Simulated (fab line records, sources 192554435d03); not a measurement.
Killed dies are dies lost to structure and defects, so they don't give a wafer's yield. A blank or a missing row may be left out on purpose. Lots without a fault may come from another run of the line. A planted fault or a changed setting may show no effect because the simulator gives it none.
fab line records | flow n5_finfet
record lots=3 wafers=8 last_day=17
route steps=1938 shown BEOL_M4@1099 BEOL_M5@1112 TV_OPEN@1890 PASSIVATION@1936
lots that met no fault: from a run of the same line without faults
start_h: hours from the record's first day to the start of the lot's first wafer shown | wait_h: hours since the lot's step before | " the same as in the row above | L1.1+2: a row that stands for several wafers | - no value, or no start given | * or withheld: withheld | < > ~ a bound
route shown NAME@n: a module of which the file shows steps, and the number in the route of the first | usual: mean/standard deviation of fault-free wafers | same: alike in all rows | chamber/n: place in a boat | sites: the reading at each site | _std_site: their standard deviation | _edge_site: outer sites' mean less inner sites' | radius_mm: how far each site lies from the wafer's centre | mask NAME#n: copy n | behind: the tool/chamber that last shaped the wafer | hold: why the lot was held/for how many hours/how that ended | device: the transistor (n, p or np) that didn't switch | end of line: the same wafers' tests at the end of the route | a step without rows: its recipe alone | killed: dies lost to structure and defects at the first sort, not the wafer's yield | map: a wafer's dies, x killed, . not, _ none there
set.NAME: the setting as run; set.NAME@STEP: as run at that earlier step | model.NAME: the simulator's own value behind a step, which no gauge read
lots at some steps of the route; a table a step, a row a wafer
services: from which hour (start_h, from the record's first day; less than 0 if before it) a tool's chamber was out of use, for how many hours, and why
## steps
# step N5_BEOL_M4_ANNEAL_95
# recipe temp_c=400 time_s=240 ambient=vacuum
# step N5_BEOL_M4_SPUTTER_96
# recipe material=Cu target_thk_a=45 temp_c=-20 chamber_pressure_pa=0.07 power_w=withheld time_s=8.29
# step N5_BEOL_M4_ECD_50
# recipe material=Cu target_thk_a=3000
# step N5_BEOL_M4_ANNEAL_51
# recipe temp_c=225 time_s=90 ambient=N2
# step N5_BEOL_M4_CMP_52
# recipe stop_on=SiOC t_overpolish_s=6.8 down_force_psi=1 platen_rpm=50 clearing_platen_down_force_psi=1.5 clearing_platen_rpm=50 post_cmp_clean=cu_alkaline target_thk_nm=40 clearing_platen_pad_velocity_m_s=0.99484 pad_velocity_m_s=0.99484
# step N5_BEOL_M4_PRE_CLEAN_60
# recipe gas=NH3/H2 time_s=15 temp_c=* rf_power_w=300
# step N5_BEOL_M4_CO_CAP_55
# recipe material=Co target_thk_a=20 temp_c=200 precursor=CCTBA/H2 pressure_torr=30 time_s=102.1
# step N5_BEOL_M4_PRE_CLEAN_56
# recipe gas=NH3 time_s=15 temp_c=withheld rf_power_w=300
# step N5_BEOL_M4_DEP_57
# recipe material=SiCN target_thk_a=80 temp_c=withheld precursor=3MS/NH3 pressure_torr=3 rf_w=202 time_s=14
# step N5_BEOL_M4_RC_MEAS_101
# usual DIBL_N=36.1/1.6 DIBL_P=35.7/1.8 IOFF_N=0.159/0.027 IOFF_P=0.21/0.03 ION_N=673/10 ION_P=462/7.4 SS_N=71.4/0.56 SS_P=73.2/0.61 VT_N=249.7/3 VT_P=-250/3.1
# columns lot.wafer tool chamber start_h wait_h DIBL_N[mV/V] DIBL_P[mV/V] IOFF_N[nA/um] IOFF_P[nA/um] ION_N[uA/um] ION_P[uA/um] SS_N[mV/dec] SS_P[mV/dec] VT_N[mV] VT_P[mV]
L612.1 prober-01 0 171.41 0.0 35.4 35.8 0.155 0.19 679 457 71.6 72.7 247.8 -255
L612.3 " 0 " " 37.1 38.0 0.183 0.22 674 452 72.1 73.0 251.5 -253
L612.6 " 0 " " 35.0 35.7 0.154 0.19 667 451 71.9 73.1 246.3 -254
L618.1 prober-01 0 199.26 0.3 37.0 35.0 0.156 0.19 680 459 71.6 72.9 250.1 -249
L618.5 " 0 " " 37.1 34.1 0.142 0.18 660 450 71.5 72.8 251.9 -253
L632.2 prober-01 0 309.41 0.2 33.5 33.4 0.125 0.17 674 463 71.4 72.5 253.5 -253
L632.4 " 0 " " 36.8 37.8 0.185 0.24 687 469 71.3 73.4 248.2 -248
L632.5 " 0 " " 33.9 33.7 0.131 0.17 674 459 71.1 72.3 248.2 -253
# step N5_BEOL_M5_ILD_DEP_00
# recipe material=SiCOH_lowk target_thk_a=1406.4 temp_c=300 precursor=DEMS/porogen pressure_torr=5 rf_w=500 time_s=25.9
# step N5_BEOL_M5_CURE_79
# recipe temp_c=385 time_s=240 ambient=He/Ar material=SiCOH_lowk
# step N5_BEOL_M5_PECVD_70
# recipe material=SiO2 target_thk_a=160 temp_c=400 precursor=TEOS/O2 pressure_torr=5.5 rf_w=450 teos_flow_sccm=53.8 gas=O2 flow_sccm=3000 time_s=18
# step N5_BEOL_M5_HM_DEP_02
# recipe material=TiN target_thk_a=200 temp_c=25 chamber_pressure_pa=0.49996
# step N5_BEOL_M5_COAT_59
# recipe resist=SOC temp_c=250 time_s=60 spin_rpm=1500 resist_thk_nm=60
# step N5_BEOL_M5_COAT_60
# recipe resist=SiARC temp_c=220 time_s=60 spin_rpm=1500 resist_thk_nm=12
# step N5_BEOL_M5_COAT_71
# recipe resist=underlayer temp_c=205 time_s=60 spin_rpm=1500 resist_thk_nm=5
# step N5_BEOL_M5_COAT_05
# recipe resist=CAR-EUV spin_rpm=1500 resist_thk_nm=30
# step N5_BEOL_M5_EBR_07
# recipe solvent=PGMEA ebr_width_mm=1.5
# step N5_BEOL_M5_SOFTBAKE_06
# recipe temp_c=110 time_s=60 resist=CAR-EUV
# step N5_BEOL_M5_EXPOSE_08
# recipe mask_id=M5 na=0.33 source_shape=annular sigma_inner=0.4 sigma_outer=0.8 polarization=unpolarized target_cd_nm=28 dose_mj=35.75
# step N5_BEOL_M5_PEB_09
# recipe peb_temp_c=100 peb_time_s=60 resist=CAR-EUV
# step N5_BEOL_M5_DEVELOP_10
# recipe develop_time_s=30 developer=TMAH resist=CAR-EUV rinse_liquid=surfactant_rinse dry=air_spin dev_temp_c=23
# step N5_BEOL_M5_DESCUM_16
# recipe chemistry=O2 time_s=7 source_power_w=50 bias_power_w=20 pressure_mtorr=20 rf_frequency_hz=2.712e+07 temp_c=40 resist=CAR-EUV o2_flow_sccm=225
# step N5_BEOL_M5_ETCH_72
# recipe chemistry=N2/H2 target=underlayer target_depth_a=65 mask_material=CAR-EUV time_s=5.2 ion_energy_ev=200 pressure_mtorr=30 source_w=840 bias_w=150 n2_flow_sccm=200 h2_flow_sccm=200 ends=cleared
# step N5_BEOL_M5_ETCH_61
# recipe chemistry=CF4 target=SiARC target_depth_a=156 mask_material=CAR-EUV time_s=26 ion_energy_ev=80 pressure_mtorr=40 source_w=545 bias_w=36 Ar_flow_sccm=100 cf4_flow_sccm=100 ends=cleared
# step N5_BEOL_M5_ETCH_62
# recipe chemistry=N2/H2 target=SOC target_depth_a=750 overetch_a=150 mask_material=SiARC temp_c=40 time_s=112.5 ion_energy_ev=200 pressure_mtorr=30 source_w=840 bias_w=150 n2_flow_sccm=200 h2_flow_sccm=200
# step N5_BEOL_M5_STRIP_63
# recipe chemistry=N2/H2 temp_c=40 n2_flow_sccm=200 h2_flow_sccm=200 rf_frequency_hz=6e+07
# step N5_BEOL_M5_STRIP_73
# recipe chemistry=N2/H2 temp_c=40 n2_flow_sccm=200 h2_flow_sccm=200 rf_frequency_hz=6e+07
# step N5_BEOL_M5_STRIP_64
# recipe chemistry=CF4 resist=SiARC power_w=300 bias_power_w=75 pressure_mtorr=50 cf4_flow_sccm=150 rf_frequency_hz=6e+07
# step N5_BEOL_M5_HM_OPEN_17
# recipe chemistry=Cl2/BCl3 target_depth_a=200 overetch_a=60 target=TiN mask_material=SOC ion_energy_ev=150 pressure_mtorr=10 icp_w=1000 bias_w=126 Cl2_flow_sccm=53.25 bcl3_flow_sccm=21.75 Ar_flow_sccm=25
# step N5_BEOL_M5_STRIP_19
# recipe chemistry=O2 power_w=400 temp_c=40 pressure_mtorr=30 rf_frequency_hz=6e+07 bias_power_w=0 overash_fraction=0.2 o2_flow_sccm=225
# step N5_BEOL_M5_COAT_65
# recipe resist=SOC temp_c=250 time_s=60 spin_rpm=1500 resist_thk_nm=60
# step N5_BEOL_M5_COAT_66
# recipe resist=SiARC temp_c=220 time_s=60 spin_rpm=1500 resist_thk_nm=12
# step N5_PASSIVATION_ETCH_15
# recipe chemistry=CF4/N2 target=SiCN target_depth_a=750 taper_deg=2 time_s=81.2 ion_energy_ev=150 mask_material=SiNx pressure_mtorr=40 source_w=430 bias_w=70 Ar_flow_sccm=100 cf4_flow_sccm=60 n2_flow_sccm=60
# usual cf4_flow_sccm=60.02/0.17 drypump_motor_current_A=5.5/0.41 oes_product_au=0.77/0.07 rf_vpp_V=382.4/1.8 showerhead_plenum_p_Torr=2.21/0.075 throttle_valve_pct=15.61/0.098
# columns lot.wafer tool chamber start_h wait_h cf4_flow_sccm drypump_motor_current_A oes_product_au rf_hours_counter_h rf_vpp_V showerhead_plenum_p_Torr throttle_valve_pct model.etch.depth_nm
L612.1 rie_diel-05 1 277.19 - 60.14 6.2 0.78 113 383.1 2.22 15.52 64.45
L612.3 " 2 " " 60.11 5.7 0.72 186 378.7 2.09 15.66 64.06
L612.6 " 0 " " 60.09 5.0 0.91 - 383.2 2.26 15.60 65.43
L618.1 rie_diel-05 0 310.97 - 59.94 4.9 0.90 30 383.2 2.25 15.60 65.75
L618.5 " 1 " " 60.34 6.2 0.57 - 382.1 2.21 15.56 38.83
L632.2 rie_diel-05 0 409.62 - 60.24 5.0 0.84 58 383.1 2.24 15.67 64.77
L632.4 " 2 " " 59.77 5.7 0.69 224 379.3 2.08 15.75 64.6
L632.5 " 2 " " 60.03 5.7 0.70 - 379.7 2.08 15.75 64.55
# step N5_PASSIVATION_PROBE_49
# usual defect_limited_yield=91.0/1.3 killed_at_M0_to_M3=33/10 killed_at_M4_up=14/5.6 killed_at_contacts=12/5.8 killed_at_front_end=43/11 killed_at_other=4.1/2.8 killed_dies=106/15 killed_on_rim=14/3.9 killed_open=70/12 killed_short=34/7.5 sort_bin_5_function=5.3/0.88 sort_bin_6_memory=3.3/0.64 sort_n_pass=1074/15 sort_yield_pct=91.0/1.3
# same gross_dies=1180 killed_at_back_side=0 sort_bin_4_leakage[%]=0 sort_bin_8_speed[%]=0
# columns lot.wafer tool chamber start_h wait_h defect_limited_yield[%] killed_at_M0_to_M3 killed_at_M4_up killed_at_contacts killed_at_front_end killed_at_other killed_dies killed_on_rim killed_open killed_short sort_bin_5_function[%] sort_bin_6_memory[%] sort_n_pass sort_yield_pct[%]
L618.5 prober-01 - 317.69 0.2 0 44 13 15 61 1047 1180 152 86 50 94.1 5.0 0 0
# killed by level:class
L618.5 TV_OPEN:area_etch=1042 FIN_SAQP:geometric_particle:short=13 MOL_CONTACT_COAG:geometric_particle:open=13 FIN_SAQP:geometric_particle:open=12 BEOL_M0_SAQP:geometric_particle:short=11 BEOL_M0_SAQP:geometric_particle:open=10 STI_FIN_REVEAL:geometric_particle:open=9 BEOL_M1:geometric_particle:open=6
# map L618.5 (x killed, . not)
_________________xxxxxxxxxxxx________________
______________xxxxxxxxxxxxxxxxxx_____________
___________xxxxxxxxxxxxxxxxxxxxxxxx__________
__________xxxxxxxxxxxxxxxxxxxxxxxxxx_________
________xxxxxxxxxxxxxxxxxxxxxxxxxxxxxx_______
_______xxxxxxxxxxxxxxxxxxxxxxxxxxxxxxxx______
______xxxxxxxxxxxxxxxxxxxxxxxxxxxxxxxxxx_____
_____xxxxxxxxxxxxxxxxxxxxxxxxxxxxxxxxxxxx____
____xxxxxxxxxxxxxxxxxxxxxxxxxxxxxxxxxxxxxx___
___xxxxxxxxxxxxxxxxxxxxxxxxxxxxxxxxxxxxxxxx__
___xxxxxxxxxxxxxxxxxxxxxxxxxxxxxxxxxxxxxxxx__
__xxxxxxxxxxxxxxxxxxxxxxxxxxxxxxxxxxxxxxxxxx_
__xxxxxxxxxxxxxxxxxxxxxxxxxxxxxxxxxxxxxxxxxx_
_xxxxxxxxxxxxxxxxxxxxxxxxxxxxxxxxxxxxxxxxxxxx
_xxxxxxxxxxxxxxxxxxxxxxxxxxxxxxxxxxxxxxxxxxxx
_xxxxxxxxxxxxxxxxxxxxxxxxxxxxxxxxxxxxxxxxxxxx
_xxxxxxxxxxxxxxxxxxxxxxxxxxxxxxxxxxxxxxxxxxxx
_xxxxxxxxxxxxxxxxxxxxxxxxxxxxxxxxxxxxxxxxxxxx
_xxxxxxxxxxxxxxxxxxxxxxxxxxxxxxxxxxxxxxxxxxxx
_xxxxxxxxxxxxxxxxxxxxxxxxxxxxxxxxxxxxxxxxxxxx
_xxxxxxxxxxxxxxxxxxxxxxxxxxxxxxxxxxxxxxxxxxxx
__xxxxxxxxxxxxxxxxxxxxxxxxxxxxxxxxxxxxxxxxxx_
__xxxxxxxxxxxxxxxxxxxxxxxxxxxxxxxxxxxxxxxxxx_
___xxxxxxxxxxxxxxxxxxxxxxxxxxxxxxxxxxxxxxxx__
___xxxxxxxxxxxxxxxxxxxxxxxxxxxxxxxxxxxxxxxx__
____xxxxxxxxxxxxxxxxxxxxxxxxxxxxxxxxxxxxxx___
_____xxxxxxxxxxxxxxxxxxxxxxxxxxxxxxxxxxxx____
______xxxxxxxxxxxxxxxxxxxxxxxxxxxxxxxxxx_____
_______xxxxxxxxxxxxxxxxxxxxxxxxxxxxxxxx______
________xxxxxxxxxxxxxxxxxxxxxxxxxxxxxx_______
__________xxxxxxxxxxxxxxxxxxxxxxxxxx_________
___________xxxxxxxxxxxxxxxxxxxxxxxx__________
______________xxxxxxxxxxxxxxxxxx_____________
_________________xxxxxxxxxxxx________________
# map L612.1 (x killed, . not)
_________________...x.x......________________
______________....x............._____________
___________.x.............x........__________
__________...x...x.................._________
________..........x...............x..._______
_______..x...x...x.....x...x.x.......x.______
______.x..xx..x.....x.........xx........_____
_____..........x.....x......x....x.......____
____.................x.....x.............x___
___.........x..............................__
___................x.......................__
__....x.......................x.........x..._
__...........x.x.....................x......_
_....x.....x...x....x........x...............
_.......x....x............................xx.
_....x....x..................x............x..
_................x.....................x.....
_..................x............x............
_...................x..................x.....
_......x............................x..x.....
_...x...............................x........
__........x............x.x.x..............xx_
__.x.........x....xx......x..x.............._
___....x.....xx.........x...x..............__
___x..............x.x..............x.......__
____.........x......................xx....___
_____......x..........x.......x...x.x....____
______................x....x............_____
_______....x......x..............x.....______
________...x........x..........x......_______
__________....x...x.......x.x......._________
___________x.............x.........__________
______________.................._____________
_________________.....x......________________
## services
# columns tool chamber start_h hours kind
rie_diel-05 3 263.47 13.5 repair
rie_diel-05 2 392.86 3.8 repair
## key
first_sign step=N5_PASSIVATION_PROBE_49 reading=killed_at_other direction=up sigmas=99+ usual=4.1 struck=1047
effect step=N5_PASSIVATION_PROBE_49 reading=sort_bin_5_function direction=up sigmas=99+ usual=5.3 struck=94.1
model_effect step=N5_PASSIVATION_ETCH_15 value=etch.depth_nm without=64.64 struck=38.83
more_kills_born_at N5_PASSIVATION_ETCH_15@rie_diel-05=1042
met_at N5_PASSIVATION_ETCH_15
struck_wafers L618.5
later_rows_left_out L618.5
onset_between 277.19 310.97
fault kind=process_parameter_drift tool=rie_diel-05 chamber=- onset_h=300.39 steps=N5_PASSIVATION_ETCH_15 channel=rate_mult offset=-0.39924 shape=step end_h=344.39 scope=struck_wafers_only
# later_rows_left_out: the simulator's readings of these wafers behind a module that went badly wrong aren't trusted and aren't shown, but for the sort
